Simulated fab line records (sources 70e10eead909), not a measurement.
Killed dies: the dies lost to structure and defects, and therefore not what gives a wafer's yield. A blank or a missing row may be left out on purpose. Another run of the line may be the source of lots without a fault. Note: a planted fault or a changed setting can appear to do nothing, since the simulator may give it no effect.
Which tool was responsible?	flow nandHarc	13 lots with 39 wafers sampled at 3 steps, on a route of 1159 steps

== WHAT THE GAUGES SHOWED, per wafer ==
NHARC_THIN_TSV_CD_MEAS_33: target cd 5000 nm.
lot	measured	on	cdNm (nm)
L783	day 18 17:16	cdSem-03	4998.6 4997.1 4998.7
L785	day 19 00:09	cdSem-03	5001.0 5001.8 5002.3
L788	day 19 03:05	cdSem-03	5003.1 5002.2 5002.0
L787	day 19 16:33	cdSem-02	5001.8 5000.1 5001.4
L790	day 20 16:49	cdSem-01	5000.8 4999.8 5001.1
L789	day 20 18:21	cdSem-02	4997.1 4999.4 4998.2
L796	day 22 04:23	cdSem-02	5000.0 5001.2 4998.1
L795	day 22 05:48	cdSem-02	4997.2 4999.2 4999.8
L800	day 22 23:03	cdSem-02	4998.5 4999.2 5000.7
L798	day 23 04:54	cdSem-02	4998.0 4998.4 5000.3
L799	day 23 10:40	cdSem-01	5000.7 5002.6 5001.1
L802	day 23 11:42	cdSem-03	4999.5 4999.4 5001.6
L805	day 24 11:43	cdSem-01	4997.0 4997.6 5000.1

== WHICH TOOL RAN EACH LOT (tool, then ch and the chambers of the sampled wafers, then the start) ==
lot	NHARC_THIN_TSV_PRE_CLEAN_50	NHARC_THIN_TSV_PVD_19
L783	pvdSputter-01, day 18 17:16 or earlier	pvdSputter-01, day 18 17:16 or earlier
L785	pvdSputter-03, day 19 00:09 or earlier	pvdSputter-03, day 19 00:09 or earlier
L788	pvdSputter-02, day 19 03:05 or earlier	pvdSputter-02, day 19 03:05 or earlier
L787	pvdSputter-03, day 19 16:33 or earlier	pvdSputter-03, day 19 16:33 or earlier
L790	pvdSputter-01, day 20 16:49 or earlier	pvdSputter-01, day 20 16:49 or earlier
L789	pvdSputter-03, day 20 18:21 or earlier	pvdSputter-03, day 20 18:21 or earlier
L796	pvdSputter-02, day 22 04:23 or earlier	pvdSputter-02, day 22 04:23 or earlier
L795	pvdSputter-03, day 22 05:48 or earlier	pvdSputter-03, day 22 05:48 or earlier
L800	pvdSputter-02, day 22 23:03 or earlier	pvdSputter-02, day 22 23:03 or earlier
L798	pvdSputter-02, day 23 04:54 or earlier	pvdSputter-02, day 23 04:54 or earlier
L799	pvdSputter-02, day 23 10:40 or earlier	pvdSputter-02, day 23 10:40 or earlier
L802	pvdSputter-02, day 23 11:42 or earlier	pvdSputter-02, day 23 11:42 or earlier
L805	pvdSputter-03, day 24 11:43 or earlier	pvdSputter-03, day 24 11:43 or earlier
- NHARC_THIN_TSV_PRE_CLEAN_50: time 30 s.
- NHARC_THIN_TSV_PVD_19: deposits TaN, target thk 20 nm.

== AS READ BY THE TOOLS THEMSELVES (means over the sampled wafers that have a number; for cases with no such wafer, the mark the record gives instead) ==
NHARC_THIN_TSV_PRE_CLEAN_50.
lot	tool	heaterPowerW (W)
L783	pvdSputter-01	407
L785	pvdSputter-03	392
L788	pvdSputter-02	421
L787	pvdSputter-03	407
L790	pvdSputter-01	424
L789	pvdSputter-03	420
L796	pvdSputter-02	395
L795	pvdSputter-03	433
L800	pvdSputter-02	407
L798	pvdSputter-02	427
L799	pvdSputter-02	392
L802	pvdSputter-02	428
L805	pvdSputter-03	422

NHARC_THIN_TSV_PVD_19.
lot	tool	throttleValvePct (%)
L783	pvdSputter-01	30.6
L785	pvdSputter-03	30.1
L788	pvdSputter-02	30.0
L787	pvdSputter-03	30.8
L790	pvdSputter-01	30.6
L789	pvdSputter-03	29.8
L796	pvdSputter-02	30.7
L795	pvdSputter-03	30.7
L800	pvdSputter-02	30.8
L798	pvdSputter-02	30.5
L799	pvdSputter-02	30.6
L802	pvdSputter-02	29.7
L805	pvdSputter-03	30.2

== THE ANSWER, worked out from the rows above alone ==
Rule: usual is defined by the lots themselves. The widest of any qualifying gaps counts: lots, ordered by their means at a reading, are off when they make up no more than a third of the lots, leave a main group of 4 or more, and stand apart from it by 3 or more times the standard deviation of that group's means. A main group whose means are all the same, to the digits that the tables above print for the reading, isn't used. A lot without any number at a reading at which 4 lots or more have one is off too. Any other lot the step has rows for is counted as sound. The gauges are gone through in route order, then the tools' own readings, and for those a lot's mean is taken as printed above. At the first step where some lot is off, the reading lying furthest off is the one used; lots without a number count as furthest.
None of the lots is off at any reading shown; this tells nothing.

== WHAT THE SIMULATOR HAD INSERTED ==
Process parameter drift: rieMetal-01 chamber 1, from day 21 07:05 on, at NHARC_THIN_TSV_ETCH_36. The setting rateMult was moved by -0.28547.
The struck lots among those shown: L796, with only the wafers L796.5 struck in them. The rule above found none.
